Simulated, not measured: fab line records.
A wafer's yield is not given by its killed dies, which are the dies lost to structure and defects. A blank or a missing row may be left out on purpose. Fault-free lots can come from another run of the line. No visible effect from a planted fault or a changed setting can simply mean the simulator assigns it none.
Matching of chambers / flow nand harc / NHARC_A_BLC_ALD_23 on ald metal-03 has 4 sister chambers
The step deposits TiN, target thk 3 nm, pulse time 1 s, ald cycles 150. 8 wafers are shown with their chamber, then 8 later ones without.

WAFERS, EACH WITH ITS CHAMBER
wafer=L082.4; chamber=1; heater power w (W)=1162; precursor pulse height rel=0.998
wafer=L084.1; chamber=1; heater power w (W)=1144; precursor pulse height rel=0.959
wafer=L088.4; chamber=0; heater power w (W)=1130; precursor pulse height rel=1.010
wafer=L088.5; chamber=2; heater power w (W)=1113; precursor pulse height rel=1.011
wafer=L089.2; chamber=2; heater power w (W)=1127; precursor pulse height rel=0.994
wafer=L089.3; chamber=0; heater power w (W)=1169; precursor pulse height rel=0.979
wafer=L089.6; chamber=3; heater power w (W)=1158; precursor pulse height rel=0.985
wafer=L091.2; chamber=3; heater power w (W)=1156; precursor pulse height rel=0.964

WAFERS WITH NO CHAMBER GIVEN
wafer=L091.3; heater power w (W)=1169; precursor pulse height rel=1.007
wafer=L091.4; heater power w (W)=1135; precursor pulse height rel=1.007
wafer=L092.1; heater power w (W)=1184; precursor pulse height rel=0.987
wafer=L092.2; heater power w (W)=1087; precursor pulse height rel=0.985
wafer=L092.4; heater power w (W)=1134; precursor pulse height rel=1.030
wafer=L096.3; heater power w (W)=1163; precursor pulse height rel=1.010
wafer=L096.4; heater power w (W)=1067; precursor pulse height rel=1.021
wafer=L096.6; heater power w (W)=1137; precursor pulse height rel=0.998

THE CHAMBER EACH PASSED THROUGH
wafer=L091.3; from the rows above=can't be placed: 0 or 1 or 3 or 2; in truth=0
wafer=L091.4; from the rows above=can't be placed: 2 or 0 or 1 or 3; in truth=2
wafer=L092.1; from the rows above=can't be placed: 3 or 1 or 0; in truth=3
wafer=L092.2; from the rows above=can't be placed: 2 or 0 or 1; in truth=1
wafer=L092.4; from the rows above=can't be placed: 2 or 0 or 1 or 3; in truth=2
wafer=L096.3; from the rows above=can't be placed: 0 or 1 or 3 or 2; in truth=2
wafer=L096.4; from the rows above=can't be placed: 2 or 0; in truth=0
wafer=L096.6; from the rows above=can't be placed: 0 or 2 or 1 or 3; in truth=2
0 of 8 placed correctly. These rows do not allow placing 8 (true chamber among the candidates in 8). Number placed wrongly: 0.
How it was worked out, from the rows above alone: a wafer's distance from a chamber is the root of the sum, over the readings, of the square of ((its reading less the chamber's mean) divided by the reading's scatter). The wafer belongs to the nearest chamber; if the next one is less than 2 further off, it can't be placed. Each chamber's mean is taken over the wafers shown for it. How the scatter is found: for the shown wafers, subtract from each reading the mean of its chamber, square and add these, divide the total by (wafers less chambers), then take the root.
